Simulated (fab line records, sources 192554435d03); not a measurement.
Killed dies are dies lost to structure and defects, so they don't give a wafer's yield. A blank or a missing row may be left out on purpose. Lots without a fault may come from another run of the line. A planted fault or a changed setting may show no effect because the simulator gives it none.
Which tool did it? | flow n5_finfet | 20 lots, 60 wafers sampled, at 6 steps of a route of 1938

WHAT THE GAUGES READ, wafer by wafer
The record holds no reading of a measuring or inspecting step that can be judged against a usual standard deviation.

WHICH TOOL RAN EACH LOT (tool, then ch and the chambers of the sampled wafers, then the start)
lot  | N5_BEOL_M4_STRIP_19                | N5_BEOL_M4_SPUTTER_81        | N5_BEOL_M5_STRIP_19                | N5_BEOL_M5_ETCH_67                 | N5_BEOL_M5_VIA_ETCH_34             | N5_BEOL_M5_STRIP_36
L074 | rie_diel-03 ch 1,2, day 7 10:14    | pvd_sputter-03, day 7 16:01  | rie_diel-05 ch 0,3, day 7 23:39    | rie_diel-05 ch 0,1, day 8 01:30    | rie_diel-05 ch 0,1, day 8 01:38    | rie_diel-05 ch 0,1, day 8 01:40
L075 | rie_diel-03 ch 1,2, day 7 19:15    | pvd_sputter-02, day 8 02:52  | rie_diel-01 ch 0,1,3, day 8 09:06  | rie_diel-01 ch 1,2, day 8 11:31    | rie_diel-01 ch 1,2, day 8 11:38    | rie_diel-01 ch 1,2, day 8 11:41
L076 | rie_diel-02 ch 2,3, day 7 23:52    | pvd_sputter-03, day 8 03:28  | rie_diel-01 ch 2,3, day 8 09:08    | rie_diel-01 ch 2,3, day 8 10:23    | rie_diel-01 ch 2,3, day 8 10:31    | rie_diel-01 ch 2,3, day 8 10:34
L078 | rie_diel-02 ch 0,3, day 8 10:49    | pvd_sputter-03, day 8 15:32  | rie_diel-01 ch 1,3, day 8 21:22    | rie_diel-05 ch 0,1,2, day 8 22:48  | rie_diel-05 ch 0,1,2, day 8 22:56  | rie_diel-05 ch 0,1,2, day 8 22:58
L079 | rie_diel-02 ch 0,2, day 8 14:58    | pvd_sputter-02, day 8 22:13  | rie_diel-05 ch 1,2, day 9 04:25    | rie_diel-05 ch 0,3, day 9 05:06    | rie_diel-05 ch 0,3, day 9 05:14    | rie_diel-05 ch 0,3, day 9 05:17
L080 | rie_diel-02 ch 0,1,2, day 9 00:37  | pvd_sputter-03, day 9 03:51  | rie_diel-01 ch 0,1,3, day 9 10:25  | rie_diel-01 ch 1,2,3, day 9 11:07  | rie_diel-01 ch 1,2,3, day 9 11:14  | rie_diel-01 ch 1,2,3, day 9 11:17
L082 | rie_diel-03 ch 1,2,3, day 9 01:59  | pvd_sputter-02, day 9 07:22  | rie_diel-06 ch 1,2,3, day 9 12:35  | rie_diel-05 ch 0,2,3, day 9 13:55  | rie_diel-05 ch 0,2,3, day 9 14:02  | rie_diel-05 ch 0,2,3, day 9 14:05
L081 | rie_diel-04 ch 2,3, day 9 09:55    | pvd_sputter-02, day 9 12:25  | rie_diel-05 ch 1,2,3, day 9 18:12  | rie_diel-01 ch 0,2, day 9 18:53    | rie_diel-01 ch 0,2, day 9 19:01    | rie_diel-01 ch 0,2, day 9 19:03
L084 | rie_diel-03 ch 0,1,3, day 9 17:01  | pvd_sputter-02, day 9 19:49  | rie_diel-01 ch 0,2,3, day 10 01:33 | rie_diel-01 ch 0,2,3, day 10 02:06 | rie_diel-01 ch 0,2,3, day 10 02:14 | rie_diel-01 ch 0,2,3, day 10 02:17
L085 | rie_diel-02 ch 2,3, day 12 09:27   | pvd_sputter-01, day 13 05:01 | rie_diel-05 ch 0,2, day 13 11:29   | rie_diel-05 ch 0,1,3, day 13 13:20 | rie_diel-05 ch 0,1,3, day 13 13:28 | rie_diel-05 ch 0,1,3, day 13 13:31
L088 | rie_diel-02 ch 0,1,2, day 12 13:04 | pvd_sputter-03, day 12 18:37 | rie_diel-05 ch 0,3, day 12 23:52   | rie_diel-05 ch 0,1,2, day 13 00:33 | rie_diel-05 ch 0,1,2, day 13 00:41 | rie_diel-05 ch 0,1,2, day 13 00:44
L094 | rie_diel-03 ch 0,1,2, day 12 14:49 | pvd_sputter-01, day 12 22:56 | rie_diel-06 ch 0,2, day 13 07:17   | rie_diel-01 ch 0,2, day 13 09:35   | rie_diel-01 ch 0,2, day 13 09:43   | rie_diel-01 ch 0,2, day 13 09:46
L089 | rie_diel-03 ch 1,2,3, day 12 21:07 | pvd_sputter-03, day 13 11:56 | rie_diel-01 ch 1,2, day 13 19:59   | rie_diel-01 ch 0,1, day 13 20:59   | rie_diel-01 ch 0,1, day 13 21:07   | rie_diel-01 ch 0,1, day 13 21:10
L090 | rie_diel-03 ch 1,2, day 12 21:13   | pvd_sputter-03, day 13 04:53 | rie_diel-05 ch 0,2,3, day 13 11:22 | rie_diel-06 ch 1,2, day 13 13:43   | rie_diel-06 ch 1,2, day 13 13:51   | rie_diel-06 ch 1,2, day 13 13:53
L092 | rie_diel-02 ch 0,2, day 12 21:36   | pvd_sputter-03, day 13 13:46 | rie_diel-06 ch 1,3, day 13 22:43   | rie_diel-05 ch 0,1, day 13 23:41   | rie_diel-05 ch 0,1, day 13 23:49   | rie_diel-05 ch 0,1, day 13 23:52
L091 | rie_diel-04 ch 0,1,2, day 13 00:43 | pvd_sputter-01, day 13 22:59 | rie_diel-01 ch 0,2,3, day 14 04:46 | rie_diel-06 ch 0,1,3, day 14 06:12 | rie_diel-06 ch 0,1,3, day 14 06:20 | rie_diel-06 ch 0,1,3, day 14 06:23
L093 | rie_diel-03 ch 0,2,3, day 13 03:11 | pvd_sputter-03, day 14 06:26 | rie_diel-06 ch 1,2,3, day 14 13:32 | rie_diel-06 ch 1,2,3, day 14 16:25 | rie_diel-06 ch 1,2,3, day 14 16:33 | rie_diel-06 ch 1,2,3, day 14 16:35
L087 | rie_diel-02 ch 0,1,2, day 13 07:30 | pvd_sputter-02, day 14 05:38 | rie_diel-01 ch 1,2,3, day 14 10:35 | rie_diel-06 ch 0,2,3, day 14 11:51 | rie_diel-06 ch 0,2,3, day 14 11:59 | rie_diel-06 ch 0,2,3, day 14 12:01
L096 | rie_diel-03 ch 1,2, day 13 07:40   | pvd_sputter-03, day 14 10:10 | rie_diel-06 ch 2,3, day 14 15:07   | rie_diel-01 ch 1,3, day 14 16:05   | rie_diel-01 ch 1,3, day 14 16:13   | rie_diel-01 ch 1,3, day 14 16:16
L097 | rie_diel-04 ch 0,2,3, day 14 07:55 | pvd_sputter-01, day 15 01:02 | rie_diel-06 ch 0,2, day 15 08:04   | rie_diel-05 ch 0,2,3, day 15 08:44 | rie_diel-05 ch 0,2,3, day 15 08:52 | rie_diel-05 ch 0,2,3, day 15 08:55
- N5_BEOL_M4_STRIP_19: strips in O2.
- N5_BEOL_M4_SPUTTER_81: material Cu, target thk 4.5 nm, time 8.29 s.
- N5_BEOL_M5_STRIP_19: strips in O2.
- N5_BEOL_M5_ETCH_67: etches SiARC in CF4, target depth 15.6 nm, time 26 s.
- N5_BEOL_M5_VIA_ETCH_34: etches SiCOH lowk in C4F6/O2, target depth 88.3 nm, time 39.2 s.
- N5_BEOL_M5_STRIP_36: strips in N2/H2.

WHAT THE TOOLS THEMSELVES READ (means of the sampled wafers that have a number; where no wafer has one, the mark that the record gives instead)
N5_BEOL_M4_STRIP_19. Usual: drypump_motor_current_A 5.8 A, standard deviation 0.44; oes_product_au 0.80 a.u., standard deviation 0.081; rf_vpp_V 3.6 V, standard deviation 0.46; showerhead_plenum_p_Torr 2.12 Torr, standard deviation 0.087; throttle_valve_pct 16.66 %, standard deviation 0.21.
lot  | tool        | drypump_motor_current_A (A) | oes_product_au (a.u.) | rf_vpp_V (V) | showerhead_plenum_p_Torr (Torr) | throttle_valve_pct (%) | flag
L074 | rie_diel-03 | 5.4                         | 0.77                  | 3.4          | 2.10                            | 16.70                  |
L075 | rie_diel-03 | 5.6                         | 0.82                  | 3.9          | 2.11                            | 16.76                  |
L076 | rie_diel-02 | 6.2                         | 0.87                  | 3.5          | 2.15                            | 16.57                  |
L078 | rie_diel-02 | 6.3                         | 0.79                  | 3.5          | 2.04                            | 16.75                  |
L079 | rie_diel-02 | 6.1                         | 0.77                  | 3.4          | 2.13                            | 16.66                  |
L080 | rie_diel-02 | 6.2                         | 0.81                  | 3.7          | 2.15                            | 16.61                  |
L082 | rie_diel-03 | 5.5                         | 0.79                  | 3.3          | 2.14                            | 16.64                  |
L081 | rie_diel-04 | 6.0                         | 0.76                  | 4.3          | 2.01                            | 16.88                  |
L084 | rie_diel-03 | 5.7                         | 0.78                  | 4.0          | 2.11                            | 16.73                  |
L085 | rie_diel-02 | 6.1                         | 0.79                  | 3.5          | 2.16                            | 16.65                  |
L088 | rie_diel-02 | 6.2                         | 0.77                  | 3.2          | 2.13                            | 16.66                  |
L094 | rie_diel-03 | 5.6                         | 0.82                  | 3.7          | 2.14                            | 16.72                  |
L089 | rie_diel-03 | 5.4                         | 0.75                  | 3.9          | 2.12                            | 16.72                  |
L090 | rie_diel-03 | 5.6                         | 0.76                  | 3.4          | 2.09                            | 16.86                  |
L092 | rie_diel-02 | 6.1                         | 0.73                  | 4.0          | 2.12                            | 16.74                  |
L091 | rie_diel-04 | 6.3                         | 0.80                  | 3.6          | 2.05                            | 16.77                  |
L093 | rie_diel-03 | 5.4                         | 0.81                  | 3.5          | 2.17                            | 16.58                  |
L087 | rie_diel-02 | 6.2                         | 0.76                  | 3.9          | 2.13                            | 16.67                  |
L096 | rie_diel-03 | 5.4                         | 0.72                  | 3.8          | 2.08                            | 16.81                  |
L097 | rie_diel-04 | 5.9                         | 0.80                  | 3.4          | 2.03                            | 16.71                  |

N5_BEOL_M4_SPUTTER_81. Usual: throttle_valve_pct 29.8 %, standard deviation 1.1.
lot  | tool           | throttle_valve_pct (%) | flag
L074 | pvd_sputter-03 | 29.9                   |
L075 | pvd_sputter-02 | 29.8                   |
L076 | pvd_sputter-03 | 28.5                   |
L078 | pvd_sputter-03 | 30.1                   |
L079 | pvd_sputter-02 | 30.1                   |
L080 | pvd_sputter-03 | 30.4                   |
L082 | pvd_sputter-02 | 28.9                   |
L081 | pvd_sputter-02 | 29.9                   |
L084 | pvd_sputter-02 | 28.8                   |
L085 | pvd_sputter-01 | 30.6                   |
L088 | pvd_sputter-03 | 29.6                   |
L094 | pvd_sputter-01 | 30.2                   |
L089 | pvd_sputter-03 | 29.0                   |
L090 | pvd_sputter-03 | 29.4                   |
L092 | pvd_sputter-03 | 29.0                   |
L091 | pvd_sputter-01 | 30.4                   |
L093 | pvd_sputter-03 | 29.5                   |
L087 | pvd_sputter-02 | 29.2                   |
L096 | pvd_sputter-03 | 30.0                   |
L097 | pvd_sputter-01 | 30.2                   |

N5_BEOL_M5_STRIP_19. Usual: drypump_motor_current_A 5.6 A, standard deviation 0.68; oes_product_au 0.76 a.u., standard deviation 0.086; rf_vpp_V 3.6 V, standard deviation 0.46; showerhead_plenum_p_Torr 2.10 Torr, standard deviation 0.072; throttle_valve_pct 16.77 %, standard deviation 0.25.
lot  | tool        | drypump_motor_current_A (A) | oes_product_au (a.u.) | rf_vpp_V (V) | showerhead_plenum_p_Torr (Torr) | throttle_valve_pct (%) | flag
L074 | rie_diel-05 | 6.1                         | 0.78                  | 3.4          | 2.07                            | 16.88                  |
L075 | rie_diel-01 | 5.0                         | 0.72                  | 4.4          | 2.14                            | 16.89                  |
L076 | rie_diel-01 | 5.3                         | 0.74                  | 3.7          | 2.10                            | 16.99                  |
L078 | rie_diel-01 | 4.9                         | 0.69                  | 3.6          | 2.11                            | 16.94                  |
L079 | rie_diel-05 | 6.2                         | 0.71                  | 3.5          | 2.04                            | 16.72                  |
L080 | rie_diel-01 | 5.0                         | 0.71                  | 3.8          | 2.14                            | 16.90                  |
L082 | rie_diel-06 | 5.7                         | 0.79                  | 3.5          | 2.07                            | 16.57                  |
L081 | rie_diel-05 | 5.6                         | 0.78                  | 4.0          | 2.12                            | 16.70                  |
L084 | rie_diel-01 | 5.1                         | 0.74                  | 3.5          | 2.12                            | 17.01                  |
L085 | rie_diel-05 | 5.8                         | 0.68                  | 4.3          | 2.08                            | 16.87                  |
L088 | rie_diel-05 | 5.5                         | 0.81                  | 3.5          | 2.14                            | 16.81                  |
L094 | rie_diel-06 | 6.4                         | 0.81                  | 3.9          | 2.14                            | 16.39                  |
L089 | rie_diel-01 | 5.3                         | 0.87                  | 3.7          | 2.12                            | 16.51                  |
L090 | rie_diel-05 | 5.6                         | 0.75                  | 3.2          | 2.11                            | 16.85                  |
L092 | rie_diel-06 | 5.4                         | 0.70                  | 3.0          | 2.06                            | 16.77                  |
L091 | rie_diel-01 | 5.1                         | 0.81                  | 3.5          | 2.11                            | 16.90                  |
L093 | rie_diel-06 | 5.8                         | 0.75                  | 3.4          | 2.06                            | 16.63                  |
L087 | rie_diel-01 | 5.2                         | 0.88                  | 3.2          | 2.10                            | 16.65                  |
L096 | rie_diel-06 | 5.8                         | 0.75                  | 3.9          | 2.05                            | 16.59                  |
L097 | rie_diel-06 | 6.5                         | 0.82                  | 3.5          | 2.09                            | 16.36                  |

N5_BEOL_M5_ETCH_67. Usual: drypump_motor_current_A 5.6 A, standard deviation 0.71; etch_rf_on_time_s 26.1 s, standard deviation 0.55; oes_product_au 0.64 a.u., standard deviation 0.072; rf_vpp_V 184.3 V, standard deviation 1.3; showerhead_plenum_p_Torr 2.15 Torr, standard deviation 0.075; throttle_valve_pct 15.75 %, standard deviation 0.22.
lot  | tool        | drypump_motor_current_A (A) | etch_rf_on_time_s (s) | oes_product_au (a.u.) | rf_vpp_V (V) | showerhead_plenum_p_Torr (Torr) | throttle_valve_pct (%) | flag
L074 | rie_diel-05 | 6.7                         | 26.1                  | 0.61                  | 182.4        | 2.05                            | 15.93                  |
L075 | rie_diel-01 | 5.4                         | 26.2                  | 0.63                  | 184.7        | 2.16                            | 15.80                  |
L076 | rie_diel-01 | 5.0                         | 26.2                  | 0.62                  | 183.2        | 2.12                            | 15.89                  |
L078 | rie_diel-05 | 6.2                         | 26.3                  | 0.61                  | 184.6        | 2.10                            | 15.86                  |
L079 | rie_diel-05 | 5.5                         | 26.4                  | 0.71                  | 184.8        | 2.19                            | 15.71                  |
L080 | rie_diel-01 | 5.2                         | 26.1                  | 0.61                  | 184.6        | 2.15                            | 15.84                  |
L082 | rie_diel-05 | 5.6                         | 26.4                  | 0.65                  | 184.3        | 2.17                            | 15.77                  |
L081 | rie_diel-01 | 5.4                         | 26.5                  | 0.64                  | 184.0        | 2.17                            | 15.88                  |
L084 | rie_diel-01 | 5.1                         | 26.5                  | 0.62                  | 184.2        | 2.16                            | 15.91                  |
L085 | rie_diel-05 | 6.1                         | 25.7                  | 0.64                  | 183.7        | 2.11                            | 15.84                  |
L088 | rie_diel-05 | 6.2                         | 26.0                  | 0.59                  | 182.9        | 2.09                            | 15.90                  |
L094 | rie_diel-01 | 5.3                         | 26.8                  | 0.62                  | 184.9        | 2.16                            | 15.95                  |
L089 | rie_diel-01 | 5.1                         | 25.9                  | 0.69                  | 184.2        | 2.21                            | 15.76                  |
L090 | rie_diel-06 | 5.8                         | 26.6                  | 0.63                  | 183.9        | 2.11                            | 15.63                  |
L092 | rie_diel-05 | 6.7                         | 26.0                  | 0.60                  | 182.7        | 2.04                            | 15.93                  |
L091 | rie_diel-06 | 5.7                         | 26.3                  | 0.63                  | 184.2        | 2.15                            | 15.66                  |
L093 | rie_diel-06 | 5.8                         | 26.3                  | 0.64                  | 183.8        | 2.11                            | 15.63                  |
L087 | rie_diel-06 | 6.1                         | 25.9                  | 0.67                  | 184.2        | 2.15                            | 15.49                  |
L096 | rie_diel-01 | 5.1                         | 25.2                  | 0.81                  | 183.8        | 2.17                            | 15.36                  |
L097 | rie_diel-05 | 5.7                         | 25.8                  | 0.63                  | 184.4        | 2.16                            | 15.84                  |

N5_BEOL_M5_VIA_ETCH_34. Usual: drypump_motor_current_A 5.6 A, standard deviation 0.71; oes_f_703_au 0.75 a.u., standard deviation 0.083; oes_product_au 0.75 a.u., standard deviation 0.084; rf_vpp_V 669 V, standard deviation 13; showerhead_plenum_p_Torr 2.86 Torr, standard deviation 0.094; throttle_valve_pct 21.03 %, standard deviation 0.23.
lot  | tool        | drypump_motor_current_A (A) | oes_f_703_au (a.u.) | oes_product_au (a.u.) | rf_vpp_V (V) | showerhead_plenum_p_Torr (Torr) | throttle_valve_pct (%) | flag
L074 | rie_diel-05 | 6.7                         | 0.72                | 0.72                  | 664          | 2.74                            | 21.31                  |
L075 | rie_diel-01 | 5.4                         | 0.73                | 0.73                  | 684          | 2.88                            | 21.06                  |
L076 | rie_diel-01 | 5.0                         | 0.73                | 0.71                  | 676          | 2.82                            | 21.14                  |
L078 | rie_diel-05 | 6.2                         | 0.71                | 0.71                  | 663          | 2.81                            | 21.19                  |
L079 | rie_diel-05 | 5.5                         | 0.84                | 0.84                  | 663          | 2.91                            | 21.01                  |
L080 | rie_diel-01 | 5.1                         | 0.71                | 0.71                  | 678          | 2.86                            | 21.07                  |
L082 | rie_diel-05 | 5.7                         | 0.76                | 0.77                  | 666          | 2.89                            | 21.08                  |
L081 | rie_diel-01 | 5.4                         | 0.74                | 0.75                  | 690          | 2.88                            | 21.14                  |
L084 | rie_diel-01 | 5.1                         | 0.73                | 0.73                  | 684          | 2.86                            | 21.14                  |
L085 | rie_diel-05 | 6.1                         | 0.75                | 0.75                  | 660          | 2.81                            | 21.17                  |
L088 | rie_diel-05 | 6.2                         | 0.69                | 0.69                  | 661          | 2.79                            | 21.23                  |
L094 | rie_diel-01 | 5.4                         | 0.72                | 0.73                  | 690          | 2.86                            | 21.19                  |
L089 | rie_diel-01 | 5.1                         | 0.79                | 0.81                  | 687          | 2.92                            | 20.99                  |
L090 | rie_diel-06 | 5.8                         | 0.74                | 0.74                  | 664          | 2.80                            | 20.85                  |
L092 | rie_diel-05 | 6.7                         | 0.70                | 0.70                  | 655          | 2.73                            | 21.30                  |
L091 | rie_diel-06 | 5.8                         | 0.73                | 0.73                  | 661          | 2.87                            | 20.89                  |
L093 | rie_diel-06 | 5.8                         | 0.74                | 0.75                  | 662          | 2.81                            | 20.90                  |
L087 | rie_diel-06 | 6.1                         | 0.78                | 0.78                  | 658          | 2.87                            | 20.78                  |
L096 | rie_diel-01 | 5.0                         | 0.94                | 0.94                  | 671          | 2.88                            | 20.71                  |
L097 | rie_diel-05 | 5.7                         | 0.73                | 0.74                  | 665          | 2.88                            | 21.12                  |

N5_BEOL_M5_STRIP_36. Usual: bias_power_w 7.001 W, standard deviation 0.021; drypump_motor_current_A 5.6 A, standard deviation 0.71; oes_product_au 0.75 a.u., standard deviation 0.085; rf_vpp_V 59.2 V, standard deviation 1.5; showerhead_plenum_p_Torr 2.54 Torr, standard deviation 0.1; throttle_valve_pct 23.71 %, standard deviation 0.22.
lot  | tool        | bias_power_w (W) | drypump_motor_current_A (A) | oes_product_au (a.u.) | rf_vpp_V (V) | showerhead_plenum_p_Torr (Torr) | throttle_valve_pct (%) | flag
L074 | rie_diel-05 | 6.995            | 6.7                         | 0.70                  | 59.8         | 2.40                            | 23.95                  |
L075 | rie_diel-01 | 7.001            | 5.4                         | 0.73                  | 59.0         | 2.55                            | 23.62                  |
L076 | rie_diel-01 | 6.992            | 5.0                         | 0.73                  | 61.1         | 2.51                            | 23.87                  |
L078 | rie_diel-05 | 6.992            | 6.2                         | 0.70                  | 58.7         | 2.48                            | 23.81                  |
L079 | rie_diel-05 | 6.983            | 5.5                         | 0.83                  | 57.4         | 2.61                            | 23.76                  |
L080 | rie_diel-01 | 7.011            | 5.2                         | 0.71                  | 58.4         | 2.54                            | 23.72                  |
L082 | rie_diel-05 | 7.015            | 5.6                         | 0.77                  | 59.5         | 2.58                            | 23.76                  |
L081 | rie_diel-01 | 6.997            | 5.4                         | 0.76                  | 59.3         | 2.55                            | 23.74                  |
L084 | rie_diel-01 | 7.000            | 5.1                         | 0.74                  | 58.4         | 2.55                            | 23.88                  |
L085 | rie_diel-05 | 7.005            | 6.1                         | 0.75                  | 59.7         | 2.50                            | 23.88                  |
L088 | rie_diel-05 | 6.995            | 6.2                         | 0.69                  | 60.9         | 2.47                            | 23.86                  |
L094 | rie_diel-01 | 7.010            | 5.3                         | 0.74                  | 59.5         | 2.54                            | 23.80                  |
L089 | rie_diel-01 | 7.013            | 5.1                         | 0.82                  | 60.3         | 2.61                            | 23.79                  |
L090 | rie_diel-06 | 7.016            | 5.8                         | 0.75                  | 59.9         | 2.49                            | 23.56                  |
L092 | rie_diel-05 | 6.997            | 6.7                         | 0.69                  | 58.3         | 2.40                            | 23.93                  |
L091 | rie_diel-06 | 6.998            | 5.8                         | 0.73                  | 58.9         | 2.56                            | 23.60                  |
L093 | rie_diel-06 | 7.003            | 5.8                         | 0.75                  | 58.7         | 2.50                            | 23.63                  |
L087 | rie_diel-06 | 6.986            | 6.1                         | 0.77                  | 58.2         | 2.55                            | 23.52                  |
L096 | rie_diel-01 | 6.999            | 5.1                         | 0.95                  | 58.9         | 2.56                            | 23.44                  |
L097 | rie_diel-05 | 6.992            | 5.6                         | 0.73                  | 57.6         | 2.56                            | 23.81                  |

THE ANSWER, worked out from the rows above alone
Rule: a lot is off if the mean of its wafers that have a number lies more than 3 standard deviations from the usual mean. A lot without any number at a reading at which 4 lots or more have one is off too. The other lots that the step has rows for count as sound. The gauges are gone through in route order, then the tools' own readings, and for those a lot's mean is taken as printed above. The first step at which some lot is off is used, and at that step the reading that is off furthest; a lot without a number counts as furthest.
No lot is off at any reading shown: from this, nothing can be told.

WHAT THE SIMULATOR HAD PUT IN
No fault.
